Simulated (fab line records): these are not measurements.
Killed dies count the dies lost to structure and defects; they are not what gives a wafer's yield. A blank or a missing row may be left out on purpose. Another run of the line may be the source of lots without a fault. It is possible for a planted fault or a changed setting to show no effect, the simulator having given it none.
Comparing a struck lot with a sound one    flow n5-finfet    16 out of 1938 route steps
Sound: the wafers L981.2, L981.3, L981.4. The struck wafers were L987.1, L987.2, L987.4. The cause comes at the end.
Per side, at each step with rows, come the tool, then ch with its chambers, and then its first start. Under that, the readings that differ: sound wafers    struck wafers    difference of the means    sigmas: that difference in standard deviations of wafers without a fault.
alike: readings whose means differ by less than 2 such deviations, and words and numbers that are the same on both sides. not compared: withheld readings, readings that some wafer has no value for, bounds like >300 that may hide the same value, and numbers for which the record gives no deviation and whose values overlap.
The two part at a step that has a row with sigmas, a row that says differs or no value, or rows on one side only. Non-overlapping numbers with no deviation appear without sigmas and do not part them. A reading missing from all wafers of one side parts the sides only when that side holds two or more wafers.

first, 3 steps without rows for these wafers: N5_BEOL_M0_SAQP_SRD_93 (time 30 s); N5_BEOL_M0_SAQP_RECESS_114 (chemistry HF/NH3, target SiO2, target depth 14.4 nm, afs cycles 3, sublimation time 60 s); N5_BEOL_M0_SAQP_SPACER1_ALD_98 (deposits SiO2, target thk 12.8 nm, pulse time 1 s, purge time 2 s).
N5_BEOL_M0_SAQP_SPACER1_ETCHBACK_99: etches SiO2 in CHF3/O2, target depth 15.4 nm, time 7.7 s.
  sound on rie-diel-01 ch 0,2,3, day 6 07:55; struck on rie-diel-03 ch 0,1,3, day 7 15:08
  alike: O2_flow_sccm, drypump-motor-current-A, oes_ar_750_au, oes_f_703_au, oes-product-au, rf-vpp-V, showerhead-plenum-p-Torr, throttle-valve-pct
  not compared: rf-hours-counter-h
N5_BEOL_M0_SAQP_MANDREL1_REMOVE_100: chemistry HBr/Cl2/O2, target a-Si, stops on SiNx, bt time 10 s.
  sound on rie-si-03 ch 0,2,3, day 6 08:00; struck on rie-si-03 ch 1,2,3, day 7 15:14
  alike: O2_flow_sccm, drypump-motor-current-A, oes-product-au, throttle-valve-pct
  not compared: rf-hours-counter-h
N5_BEOL_M0_SAQP_CD_MEAS_25 targets a cd of 13.1 nm.
  sound on cd-sem-01 ch 0, day 6 08:07; struck on cd-sem-03 ch 0, day 7 15:20
reading     sound              struck             difference  sigmas
cd-nm (nm)  12.88 12.43 12.37  13.13 13.14 12.78  +0.46       +2
N5_BEOL_M0_SAQP_ETCH_101: etches SiNx in CH3F/O2, target depth 29.9 nm, time 42.7 s.
  sound on rie-diel-03 ch 1,2,3, day 6 08:09; struck on rie-diel-01 ch 1,2,3, day 7 15:45
  alike: O2_flow_sccm, drypump-motor-current-A, oes_ar_750_au, oes_f_703_au, oes-product-au, rf-fwd-power-W, rf-vpp-V, showerhead-plenum-p-Torr, throttle-valve-pct
  not compared: rf-hours-counter-h
then, 1 step without rows for these wafers: N5_BEOL_M0_SAQP_ETCH_102 (etches SiO2 in CF4, target depth 4 nm, time 4.4 s).
N5_BEOL_M0_SAQP_MANDREL_ETCH_103: etches a-Si in HBr/Cl2, stops on SiCN, target depth 45 nm, bt time 10 s, time 27 s.
  sound on rie-si-02 ch 1,2,3, day 6 08:17; struck on rie-si-06 ch 0,2,3, day 7 15:53
reading                 sound           struck          difference  sigmas
throttle-valve-pct (%)  35.6 36.0 35.5  34.8 35.1 35.3  -0.6        -2
  alike: drypump-motor-current-A, oes-product-au, rf-fwd-power-W
  not compared: rf-hours-counter-h
then, 3 steps without rows for these wafers: N5_BEOL_M0_SAQP_RECESS_104 (chemistry HF/NH3, target SiO2, target depth 18 nm, afs cycles 3, sublimation time 60 s); N5_BEOL_M0_SAQP_COAT_105 (time 60 s, resist thk 100 nm); N5_BEOL_M0_SAQP_ETCH_106 (etches SOC in N2/H2, stops on SiNx, target depth 150 nm).
N5_BEOL_M0_SAQP_ETCH_107: etches SiNx in CH3F/O2, target depth 30 nm.
  sound on rie-diel-02 ch 1,2,3, day 6 08:53; struck on rie-diel-02 ch 1,3, day 7 16:31
reading                                   sound              struck             difference  sigmas
oes_f_703_au (a.u.)                       0.70 0.69 0.71     0.91 0.92 0.93     +0.22       +2
rf-fwd-power-W (W)                        390.2 391.2 387.8  487.6 484.3 484.5  +95.7       +56
rf-vpp-V (V)                              302 295 289        273 261 262        -30         -7
model.BEOL_M0_SAQP.feature-depth-nm (nm)  29.8 28.8 29.4     31.8 32.6 32.4     +2.9        
  alike: O2_flow_sccm, drypump-motor-current-A, oes_ar_750_au, oes-product-au, showerhead-plenum-p-Torr, throttle-valve-pct
  not compared: rf-hours-counter-h
N5_BEOL_M0_SAQP_STRIP_108: strips in N2/H2.
  sound on rie-diel-02 ch 1,2,3, day 6 08:55; struck on rie-diel-02 ch 1,3, day 7 16:34
  alike: drypump-motor-current-A, oes-product-au, rf-vpp-V, showerhead-plenum-p-Torr, throttle-valve-pct
  not compared: rf-hours-counter-h
-- the record jumps here: 3 days lie between the struck wafers' starts before and after (it left off in module BEOL_M0_SAQP and takes up again in module BEOL_M4, whose first step shown is number 1111 of the route) --
N5_BEOL_M4_RC_MEAS_101:
  sound on prober-01 ch 0, day 9 01:23; struck on prober-02 ch 0, day 10 12:01
reading         sound           struck          difference  sigmas
DIBL_N (mV/V)   37.7 40.1 39.1  34.0 34.9 30.1  -6.0        -3
DIBL_P (mV/V)   37.8 40.1 39.1  34.7 35.6 30.5  -5.4        -2
IOFF_N (nA/um)  0.20 0.26 0.22  0.15 0.17 0.09  -0.09       -2
ION_N (uA/um)   693 705 706     676 680 659     -30         -2
VT_N (mV)       244 242 244     250 248 255     +8          +2
  alike: IOFF_P, ION_P, SS_N, SS_P, VT_P
then, 1 step without rows for these wafers: N5_PASSIVATION_PROBE_49.

## WHERE THEY PART
Earliest at N5_BEOL_M0_SAQP_CD_MEAS_25; latest, in this record, at N5_BEOL_M4_RC_MEAS_101.

WHY: whatever the simulator had introduced
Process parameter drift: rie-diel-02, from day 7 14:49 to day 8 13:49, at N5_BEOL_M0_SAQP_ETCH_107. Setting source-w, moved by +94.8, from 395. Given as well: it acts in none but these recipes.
